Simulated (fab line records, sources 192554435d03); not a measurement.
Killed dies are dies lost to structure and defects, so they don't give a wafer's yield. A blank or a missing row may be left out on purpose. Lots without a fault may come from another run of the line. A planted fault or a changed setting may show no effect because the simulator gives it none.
Which tool did it? | flow n5_finfet | 23 lots, 69 wafers sampled, at 2 steps of a route of 1938

WHAT THE GAUGES READ, wafer by wafer
N5_BEOL_M5_THK_MEAS_53: measures by xrf.
lot  | measured     | on            | M5_THK (nm)
L074 | day 8 20:13  | film_metro-02 | 56.5 57.4 56.9
L075 | day 9 00:22  | film_metro-02 | 61.2 65.0 62.1
L076 | day 10 00:59 | film_metro-01 | 61.3 62.0 60.6
L078 | day 10 01:30 | film_metro-01 | 61.1 64.2 63.9
L081 | day 10 06:40 | film_metro-01 | 63.3 59.1 60.8
L080 | day 10 14:10 | film_metro-01 | 61.9 60.3 63.1
L077 | day 10 14:14 | film_metro-02 | 61.3 59.6 65.1
L082 | day 10 19:08 | film_metro-02 | 60.8 63.5 59.8
L083 | day 10 21:58 | film_metro-01 | 62.0 61.5 63.1
L084 | day 11 05:04 | film_metro-01 | 59.9 57.0 61.2
L085 | day 11 16:06 | film_metro-02 | 60.8 62.9 60.3
L086 | day 12 00:31 | film_metro-01 | 60.6 65.0 64.1
L087 | day 12 03:00 | film_metro-02 | 62.4 62.0 64.2
L088 | day 12 17:30 | film_metro-01 | 61.2 61.2 58.7
L091 | day 12 18:36 | film_metro-01 | 62.1 62.5 66.0
L089 | day 12 23:45 | film_metro-01 | 63.4 65.8 60.5
L090 | day 13 05:13 | film_metro-01 | 64.2 65.7 63.7
L093 | day 13 11:08 | film_metro-01 | 59.5 62.1 61.7
L092 | day 13 15:33 | film_metro-01 | 58.9 63.1 61.1
L094 | day 13 15:50 | film_metro-01 | 61.2 61.3 60.5
L095 | day 14 08:37 | film_metro-02 | 63.8 59.3 61.7
L097 | day 14 14:43 | film_metro-02 | 60.6 59.5 58.7
L096 | day 14 14:51 | film_metro-01 | 60.0 61.3 61.9

N5_BEOL_M6_INSPECT_13: inspects for defects (brightfield).
lot  | measured     | on                | raw_defect_count
L074 | day 8 22:30  | defect_inspect-01 | 382 431 450
L075 | day 9 01:59  | defect_inspect-01 | 499 401 398
L076 | day 10 04:43 | defect_inspect-01 | 345 394 373
L078 | day 10 04:52 | defect_inspect-01 | 431 509 318
L081 | day 10 09:15 | defect_inspect-02 | 402 343 364
L080 | day 10 19:05 | defect_inspect-01 | 567 454 477
L077 | day 10 19:15 | defect_inspect-02 | 510 338 287
L082 | day 10 22:46 | defect_inspect-02 | 382 459 396
L083 | day 11 00:14 | defect_inspect-02 | 516 494 401
L084 | day 11 07:13 | defect_inspect-02 | 346 587 440
L085 | day 11 18:39 | defect_inspect-01 | 307 304 314
L086 | day 12 03:35 | defect_inspect-01 | 528 502 415
L087 | day 12 04:51 | defect_inspect-01 | 371 279 486
L088 | day 12 18:56 | defect_inspect-01 | 410 262 401
L091 | day 12 22:50 | defect_inspect-02 | 423 390 459
L089 | day 13 02:25 | defect_inspect-01 | 444 386 322
L090 | day 13 08:49 | defect_inspect-01 | 277 336 243
L093 | day 13 13:25 | defect_inspect-02 | 261 388 313
L092 | day 13 16:59 | defect_inspect-02 | 481 404 454
L094 | day 13 19:07 | defect_inspect-02 | 391 549 427
L095 | day 14 14:26 | defect_inspect-01 | 437 554 409
L097 | day 14 17:55 | defect_inspect-02 | 418 536 632
L096 | day 14 18:05 | defect_inspect-01 | 320 319 281

WHICH TOOL RAN EACH LOT (tool, then ch and the chambers of the sampled wafers, then the start)
The record holds no process step before these readings.

WHAT THE TOOLS THEMSELVES READ (means of the sampled wafers that have a number; where no wafer has one, the mark that the record gives instead)
The record holds no such reading with a usual standard deviation.

THE ANSWER, worked out from the rows above alone
Rule: what is usual is taken from the lots themselves. Put in order of their means at a reading, lots are off if they are a third of the lots or fewer, leave a main group of 4 or more, and stand apart from it by a gap of 3 or more times the standard deviation of the main group's means; of several such gaps the widest counts. A main group whose means are all the same, to the digits that the tables above print for the reading, isn't used. A lot without any number at a reading at which 4 lots or more have one is off too. The other lots that the step has rows for count as sound. The gauges are gone through in route order, then the tools' own readings, and for those a lot's mean is taken as printed above. The first step at which some lot is off is used, and at that step the reading that is off furthest; a lot without a number counts as furthest.
No lot is off at any reading shown: from this, nothing can be told.

WHAT THE SIMULATOR HAD PUT IN
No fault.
